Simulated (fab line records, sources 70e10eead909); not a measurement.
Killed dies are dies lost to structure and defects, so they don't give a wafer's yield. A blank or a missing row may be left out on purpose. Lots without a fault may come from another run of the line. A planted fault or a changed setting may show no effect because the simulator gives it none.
Which tool did it? | flow nand_harc | 6 lots, 17 wafers sampled, at 5 steps of a route of 1159

WHAT THE GAUGES READ, wafer by wafer
NHARC_END_SORT_01.
lot  | measured     | on        | killed_at_array
L971 | day 21 14:36 | prober-02 | 14 64
L972 | day 23 00:34 | prober-02 | 165 20 128

WHICH TOOL RAN EACH LOT (tool, then ch and the chambers of the sampled wafers, then the start)
lot  | NHARC_A_BLC_DESCUM_15              | NHARC_A_BLC_ETCH_17                | NHARC_A_BLC_DEGAS_30         | NHARC_A_BLC_CVD_24
L961 | rie_diel-04 ch 0,2,3, day 17 21:12 | rie_diel-04 ch 0,3, day 17 21:25   | pvd_sputter-03, day 17 22:47 | cvd_w-02 ch 0,1, no start
L965 | rie_diel-04 ch 0,2, day 18 13:57   | rie_diel-04 ch 0,2, day 18 14:11   | pvd_sputter-03, day 18 15:43 | cvd_w-01 ch 0,1, no start
L971 | rie_diel-08 ch 0,3, day 19 15:38   | rie_diel-08 ch 1,2, day 19 15:54   | pvd_sputter-01, day 19 17:15 | cvd_w-01 ch 0,1, day 21 14:36 or earlier
L972 | rie_diel-08 ch 0,2,3, day 20 16:43 | rie_diel-08 ch 0,1,3, day 20 16:53 | pvd_sputter-01, day 20 18:17 | cvd_w-02 ch 0,1, day 23 00:34 or earlier
L980 | rie_diel-13 ch 0,2, day 21 16:02   | rie_diel-13 ch 0,1,2, day 21 16:23 | pvd_sputter-03, day 21 17:44 | cvd_w-01 ch 0,1, no start
L981 | rie_diel-04 ch 0,1,3, day 22 13:05 | rie_diel-04 ch 0,1,3, day 22 13:17 | pvd_sputter-03, day 22 14:39 | cvd_w-01 ch 0,1, no start
- NHARC_A_BLC_DESCUM_15: chemistry O2, time 3 s.
- NHARC_A_BLC_ETCH_17: etches the open film in N2/H2, target depth 390 nm, time 609.38 s.
- NHARC_A_BLC_DEGAS_30: time 60 s.
- NHARC_A_BLC_CVD_24: deposits W, target thk 150 nm, time 434 s.

THE ANSWER, worked out from the rows above alone
Rule: what is usual is taken from the lots themselves. Put in order of their means at a reading, lots are off if they are a third of the lots or fewer, leave a main group of 4 or more, and stand apart from it by a gap of 3 or more times the standard deviation of the main group's means; of several such gaps the widest counts. A main group whose means are all the same, to the digits that the tables above print for the reading, isn't used. A lot without any number at a reading at which 4 lots or more have one is off too. The other lots that the step has rows for count as sound.
No lot is off at any reading shown: from this, nothing can be told.

WHAT THE SIMULATOR HAD PUT IN
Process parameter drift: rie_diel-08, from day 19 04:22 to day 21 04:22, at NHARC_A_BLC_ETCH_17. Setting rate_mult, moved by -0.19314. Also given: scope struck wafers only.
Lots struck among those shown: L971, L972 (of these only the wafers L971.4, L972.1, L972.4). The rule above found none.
